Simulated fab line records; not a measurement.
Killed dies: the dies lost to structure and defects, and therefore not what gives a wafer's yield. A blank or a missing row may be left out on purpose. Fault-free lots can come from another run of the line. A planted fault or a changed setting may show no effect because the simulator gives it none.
2 desks looking at one fault | flow nandHarc | every desk sees just its own numbers, and what lay behind them comes last

## DESK OF THE TOOL OWNER: lithoTrack-03
The tool's own readings at NHARC_P_BONDPAD_PEB_07 (peb time 80 s): means of the sampled wafers that have a number, for each lot that ran on this tool. Any lot whose mean is over 4 standard deviations away from the usual mean is out of limits and marked OUT; that distance is given in the brackets.
Columns: A = chillPlateTempC at NHARC_P_BONDPAD_PEB_07, usual 22.99 C; B = exhaustPa at NHARC_P_BONDPAD_PEB_07, usual 44.9 Pa
lot  | first seen here | A     | B
L801 | day 6 06:28     | 22.91 | 44.8
L803 | day 6 19:58     | 23.01 | 44.0
L817 | day 10 10:23    | 22.81 | 44.2
L818 | day 10 12:05    | 22.98 | 44.4
L820 | day 11 00:12    | 22.88 | 44.7
L821 | day 11 06:16    | 23.10 | 43.8
Finding of this desk: none of the 6 lots has anything out of limits.

## AT THE METROLOGY DESK
Lot by lot, what the gauges showed, no matter which tool ran the lot: averages of those sampled wafers that carry a number. Any lot whose mean is over 4 standard deviations away from the usual mean is out of limits and marked OUT; that distance is given in the brackets.
Columns: A = thkNm at NHARC_P_M2_THK_MEAS_24, usual 144.4 nm; B = thkNm at NHARC_P_BONDPAD_THK_MEAS_33, usual 200.4 nm
lot  | first seen here | A     | B
L801 | day 6 04:32     | 144.1 | 201.6
L802 | day 6 07:56     | 144.3 | 200.1
L803 | day 6 17:32     | 142.1 | 199.9
L804 | day 6 21:04     | 146.7 | 199.4
L806 | day 7 10:20     | 142.8 | 198.0
L809 | day 8 14:15     | 147.1 | 198.6
L814 | day 9 14:39     | 143.0 | 201.0
L817 | day 10 08:32    | 141.6 | 202.7
L819 | day 10 09:23    | 146.8 | 200.9
L818 | day 10 10:23    | 142.5 | 201.6
L820 | day 10 22:20    | 145.0 | 197.8
L821 | day 11 04:02    | 146.4 | 200.5
L823 | day 11 12:52    | 145.9 | 198.6
L824 | day 11 17:41    | 145.2 | 202.2
Finding of this desk: none of the 14 lots has anything out of limits.

## BROUGHT TOGETHER
The desk of the tool owner found nothing out of limits.
Metrology desk: nothing out of limits seen.

## WHAT THE SIMULATOR PUT IN
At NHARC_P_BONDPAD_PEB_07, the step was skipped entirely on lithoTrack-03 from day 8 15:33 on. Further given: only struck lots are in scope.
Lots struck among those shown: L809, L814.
